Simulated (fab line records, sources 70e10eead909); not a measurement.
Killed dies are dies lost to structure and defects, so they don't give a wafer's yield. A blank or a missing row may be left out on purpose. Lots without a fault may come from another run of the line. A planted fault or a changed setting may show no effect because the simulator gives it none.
A struck lot beside a sound one | flow nand_harc | 14 steps out of a route of 1159
Sound: wafers L283.1, L283.3, L283.5. Struck: wafers L293.3, L293.5, L293.6. The cause comes at the end.
At each step with rows: each side's tool, then ch and its chambers, then its first start. Under that, the readings that differ: sound wafers | struck wafers | difference of the means | sigmas: that difference in standard deviations of wafers without a fault.
alike: readings whose means differ by less than 2 such deviations, and words and numbers that are the same on both sides. not compared: withheld readings, readings that some wafer has no value for, bounds like >300 that may hide the same value, and numbers for which the record gives no deviation and whose values overlap.
The two part at a step that has a row with sigmas, a row that says differs or no value, or rows on one side only. Numbers that don't overlap but have no deviation are shown without sigmas and don't part them. A reading that every wafer of one side lacks parts them only if that side has two wafers or more.

NHARC_P_M0_CMP_23: polishes, t overpolish 20 s, target thk 117.53 nm.
  sound on cmp-01 ch 1,2, day 7 10:29; struck on cmp-02 ch 0,3, day 10 03:25
  alike: edge_zone_pressure_frac, motor_current_A, time_to_endpoint_s
NHARC_P_M0_THK_MEAS_24: measures by xrf.
  sound on film_metro-02, day 7 10:47; struck on film_metro-02, day 10 03:44
  alike: thk_nm
then, 1 step without rows for these wafers: NHARC_P_M0_SRD_25.
NHARC_P_M0_INSPECT_27:
  sound on defect_inspect-01, day 7 10:56; struck on defect_inspect-01, day 10 03:53
  alike: raw_defect_count
NHARC_P_M0_PRE_CLEAN_31: time 12 s.
  sound on pecvd-04 ch 2, day 7 11:00; struck on pecvd-04 ch 1,2, day 10 03:59
  alike: heater_power_w
NHARC_P_M0_DEP_32: deposits SiCN, target thk 30 nm.
  sound on pecvd-04 ch 2, day 7 11:07; struck on pecvd-04 ch 1,2, day 10 04:08
  alike: heater_power_w, showerhead_vpp_V
then, 5 steps without rows for these wafers: NHARC_P_M1_DEP_00 (deposits SiOC, target thk 182.5 nm); NHARC_P_M1_DEHYDRATE_01 (time 120 s); NHARC_P_M1_HMDS_02 (time 30 s); NHARC_P_M1_COAT_34 (time 65 s); NHARC_P_M1_COAT_03 (resist thk 90 nm).
NHARC_P_M1_SOFTBAKE_04: time 55 s.
  sound on litho_track-01 ch 0, day 7 12:00; struck on litho_track-01 ch 0, day 10 04:00
  reading                  | sound                | struck               | difference | sigmas
  heater_power_total_W (W) | 188.44 188.52 188.36 | 173.53 173.43 173.52 | -14.95     | -99 or more
then, 1 step without rows for these wafers: NHARC_P_M1_EBR_05.
NHARC_END_SORT_01:
  the record has rows for the sound wafers here (prober-02 ch 0, day 23 16:36) and none for the struck ones

WHERE THEY PART
First at NHARC_P_M1_SOFTBAKE_04; last, within this record, at NHARC_END_SORT_01.

WHY: what the simulator had put in
Process parameter drift: litho_track-01, from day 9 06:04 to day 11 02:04, at NHARC_P_M1_SOFTBAKE_04. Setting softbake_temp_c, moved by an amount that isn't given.
